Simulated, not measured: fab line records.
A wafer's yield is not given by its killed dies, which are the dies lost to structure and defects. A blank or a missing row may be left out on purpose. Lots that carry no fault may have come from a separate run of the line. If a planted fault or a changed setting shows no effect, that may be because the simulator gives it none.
The same fault as seen by 3 desks    flow n5Finfet    every desk sees just its own numbers, and what lay behind them comes last

== THE DEFECT DESK ==
Inspection counts along the route, by lot: the mean over sampled wafers that carry a number. If a lot's mean is further than 4 standard deviations from the usual mean, the lot is out of limits and carries the mark OUT (the distance appears in the brackets).
Columns: A = rawDefectCount at N5_MOL_CONTACT_COAG_INSPECT_97, usual 49
lot   first seen here  A
L485  day 6 15:22      41
L491  day 7 16:03      35
L492  day 8 01:56      49
L494  day 8 14:33      36
L496  day 9 00:13      51
L505  day 11 05:06     96
This desk's finding: nothing out of limits on any of the 6 lots.

== AT THE TOOL OWNER'S DESK: lithoTrack-05 ==
The tool's own readings at N5_BEOL_M0_SAQP_COAT_82 (time 60 s, resist thk 30 nm): means of the sampled wafers that have a number, for each lot that ran on this tool. If a lot's mean is further than 4 standard deviations from the usual mean, the lot is out of limits and carries the mark OUT (the distance appears in the brackets).
Columns: A = heaterPowerTotalW at N5_BEOL_M0_SAQP_COAT_82, usual 427.6 W; B = plateTempC at N5_BEOL_M0_SAQP_COAT_82, usual 220.01 C; C = runLengthS at N5_BEOL_M0_SAQP_COAT_82, usual 66.39 s; D = spinSpeedRpm at N5_BEOL_M0_SAQP_COAT_82, usual 1500.1 rpm
lot   first seen here  A                B       C                D
L485  day 6 18:43      427.0            220.04  66.28            1499.9
L492  day 8 05:20      427.1            220.18  66.36            1501.1
L494  day 8 15:40      460.8 (+15) OUT  219.73  60.95 (-30) OUT  1500.1
L496  day 9 01:34      474.7 (+21) OUT  220.19  58.03 (-46) OUT  1500.0
Finding of this desk: L494, L496 out of limits; the first was L494 at day 8 15:40, on heaterPowerTotalW at N5_BEOL_M0_SAQP_COAT_82. Within limits: L485, L492.

== FROM THE METROLOGY DESK ==
Means of the sampled wafers that have a number, per lot and without regard to the tool the lot ran on: this is what the gauges read. If a lot's mean is further than 4 standard deviations from the usual mean, the lot is out of limits and carries the mark OUT (the distance appears in the brackets). Shown here are 7 of its 11 readings, the ones lying furthest out on some lot.
Columns: A = thkNm at N5_BEOL_M0_SAQP_THK_MEAS_05, usual 60.2 nm; B = DIBL_N at N5_BEOL_M4_RC_MEAS_101, usual 36.5 mV/V; C = IOFF_N at N5_BEOL_M4_RC_MEAS_101, usual 0.17 nA/um; D = IOFF_P at N5_BEOL_M4_RC_MEAS_101, usual 0.22 nA/um; E = ION_N at N5_BEOL_M4_RC_MEAS_101, usual 671 uA/um; F = VT_N at N5_BEOL_M4_RC_MEAS_101, usual 250 mV; G = VT_P at N5_BEOL_M4_RC_MEAS_101, usual -250 mV
lot   first seen here  A     B     C     D     E    F    G
L485  day 6 18:35      59.9  36.5  0.16  0.23  671  250  -250
L491  day 7 17:02      60.5  37.3  0.19  0.26  679  246  -248
L492  day 8 05:13      58.1  36.3  0.17  0.21  680  248  -251
L494  day 8 15:33      61.1  38.1  0.22  0.26  686  246  -245
L496  day 9 01:27      61.0  34.6  0.12  0.18  662  254  -254
L505  day 11 06:19     60.1  37.2  0.18  0.23  672  248  -248
This desk's finding: nothing out of limits on any of the 6 lots.

== PUT TOGETHER ==
The tool owner's desk could have raised an alarm at day 8 15:40, on L494, L496.
The defect desk saw nothing out of limits.
The metrology desk saw nothing out of limits.
The defect desk has L494, L496 on record, within its limits.
The metrology desk holds a record of L494, L496, inside its limits.
All the named lots went through N5_BEOL_M0_SAQP_COAT_82 on lithoTrack-05.

== WHAT HAD BEEN PUT IN BY THE SIMULATOR ==
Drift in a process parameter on lithoTrack-05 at N5_BEOL_M0_SAQP_COAT_82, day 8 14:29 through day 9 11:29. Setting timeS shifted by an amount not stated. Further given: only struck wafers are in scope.
Lots struck among those shown: L494, L496.
Time in hours from fault onset to the first out-of-limits reading at each desk: the tool owner's desk, 1.
